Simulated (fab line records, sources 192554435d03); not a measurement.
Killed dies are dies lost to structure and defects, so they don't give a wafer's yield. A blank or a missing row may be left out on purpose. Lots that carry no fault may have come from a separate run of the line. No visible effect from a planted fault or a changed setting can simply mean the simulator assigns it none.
Struck lot and sound lot, side by side | flow n5-finfet | 16 steps out of a route of 1938
Sound: wafers L618.2, L618.4, L618.6. Struck: wafers L627.1, L627.2, L627.5. Last of all comes the cause.
Order at every step that has rows: each side's tool, ch and its chambers, its first start. Under that, the readings that differ: sound wafers | struck wafers | difference of the means | sigmas: that difference in standard deviations of wafers without a fault.
alike: readings whose means differ by less than 2 such deviations, and words and numbers that are the same on both sides. not compared: withheld readings, readings that some wafer has no value for, bounds like >300 that may hide the same value, and numbers for which the record gives no deviation and whose values overlap.
The two part at a step that has a row with sigmas, a row that says differs or no value, or rows on one side only. Non-overlapping numbers with no deviation appear without sigmas and do not part them. A reading missing from all wafers of one side parts the sides only when that side holds two or more wafers.

first, 6 steps without rows for these wafers: N5_BEOL_M13_EBR_06; N5_BEOL_M13_SOFTBAKE_05 (time 60 s); N5_BEOL_M13_EXPOSE_07 (exposes mask V12); N5_BEOL_M13_PEB_08 (peb time 90 s); N5_BEOL_M13_DEVELOP_09 (develop time 45 s); N5_BEOL_M13_HARDBAKE_14 (time 120 s).
N5_BEOL_M13_CD_MEAS_10 targets a cd of 190 nm.
  sound on cd-sem-01 ch 0, day 12 18:28; struck on cd-sem-02 ch 0, day 15 07:21
  reading    | sound             | struck            | difference | sigmas
  cd-nm (nm) | 189.7 188.3 189.6 | 192.8 193.0 192.1 | +3.4       | +2
N5_BEOL_M13_OVL_MEAS_11:
  sound on overlay-01 ch 0, day 12 18:30; struck on overlay-01 ch 0, day 15 07:23
  alike: V12_OVL
N5_BEOL_M13_INSPECT_12: inspects for defects (macro).
  sound: defect-inspect-01 at day 12 18:31; struck: defect-inspect-01 at day 15 07:24
  alike: raw-defect-count
N5_BEOL_M13_DESCUM_15: chemistry O2, time 7.9 s.
  sound on rie-diel-02 ch 1,3, day 12 18:34; struck on rie-diel-04 ch 1,3, day 15 07:39
  reading                         | sound             | struck            | difference | sigmas
  rf-vpp-V (V)                    | 241.3 242.1 242.3 | 246.1 243.6 245.1 | +3.0       | +2
  showerhead-plenum-p-Torr (Torr) | 2.07 2.04 2.07    | 2.24 2.12 2.24    | +0.14      | +2
  alike: drypump-motor-current-A, oes-product-au, throttle-valve-pct
  not compared: rf-hours-counter-h
N5_BEOL_M13_ETCH_59: etches BARC in N2/H2, target depth 89 nm, overetch 26.7 nm, time 67.9 s.
  sound on rie-diel-02 ch 1,3, day 12 18:35; struck on rie-diel-04 ch 1,3, day 15 07:41
  alike: drypump-motor-current-A, n2-flow-sccm, oes-product-au, rf-vpp-V, showerhead-plenum-p-Torr, throttle-valve-pct
  not compared: rf-hours-counter-h
N5_BEOL_M13_VIA_ETCH_16: etches SiOC in C4F8/O2/Ar, target depth 921.7 nm.
  sound on rie-diel-02 ch 1,3, day 12 18:38; struck on rie-diel-04 ch 1,3, day 15 07:44
  alike: drypump-motor-current-A, mfc-ar-sccm, oes-product-au, rf-vpp-V, showerhead-plenum-p-Torr, throttle-valve-pct
N5_BEOL_M13_STRIP_63: strips in N2/H2.
  sound on plasma-asher-02 ch 0,1, day 12 18:53; struck on plasma-asher-02 ch 0,1, day 15 07:58
  no value came back on the struck wafers for any of 7 readings (chamber-pressure-mTorr (mTorr), drypump-motor-current-A (A) and others); on the sound wafers chamber-pressure-mTorr (mTorr) reads 1000.4 1000.9 1000.7
  reading                                    | sound | struck       | difference | sigmas
  model.coat_of_BEOL_M13_COAT_04.thk-nm (nm) | 0 0 0 | 72.6 76.2 68 | +72.3      |
  not compared: rf-hours-counter-h
N5_BEOL_M13_STRIP_64: strips in N2/H2.
  sound on plasma-asher-02 ch 0,1, day 12 18:56; struck on plasma-asher-02 ch 0,1, day 15 08:02
  reading                      | sound             | struck            | difference | sigmas
  oes-product-au (a.u.)        | 0.713 0.721 0.712 | 0.703 0.709 0.703 | -0.010     | -2
  strip-time-to-endpoint-s (s) | 31.23 31.28 31.24 | 52.63 53.52 51.33 | +21.24     | +99 or more
  alike: drypump-motor-current-A, h2-flow-sccm, heater-power-w, n2-flow-sccm
  not compared: rf-hours-counter-h
then, 1 step without rows for these wafers: N5_BEOL_M13_STRIP_71 (strips in post etch residue remover, time 60 s).
N5_PASSIVATION_PROBE_49:
  sound: prober-02 at day 14 02:32; struck: prober-01 at day 16 16:52
  reading                | sound | struck   | difference | sigmas
  sort_bin_4_leakage (%) | 0 0 0 | 0 0 0.17 | +0         | +4
  alike: defect-limited-yield, killed_at_M0_to_M3, killed_at_M4_up, killed-at-contacts, killed-at-front-end, killed-at-other, killed-dies, killed-open, killed-short, sort_bin_5_function, sort_bin_6_memory, sort_bin_8_speed, sort-n-pass, sort-yield-pct

== WHERE THEY PART ==
Last at N5_PASSIVATION_PROBE_49 as far as this record goes, first at N5_BEOL_M13_CD_MEAS_10.

WHY: what the simulator had put in
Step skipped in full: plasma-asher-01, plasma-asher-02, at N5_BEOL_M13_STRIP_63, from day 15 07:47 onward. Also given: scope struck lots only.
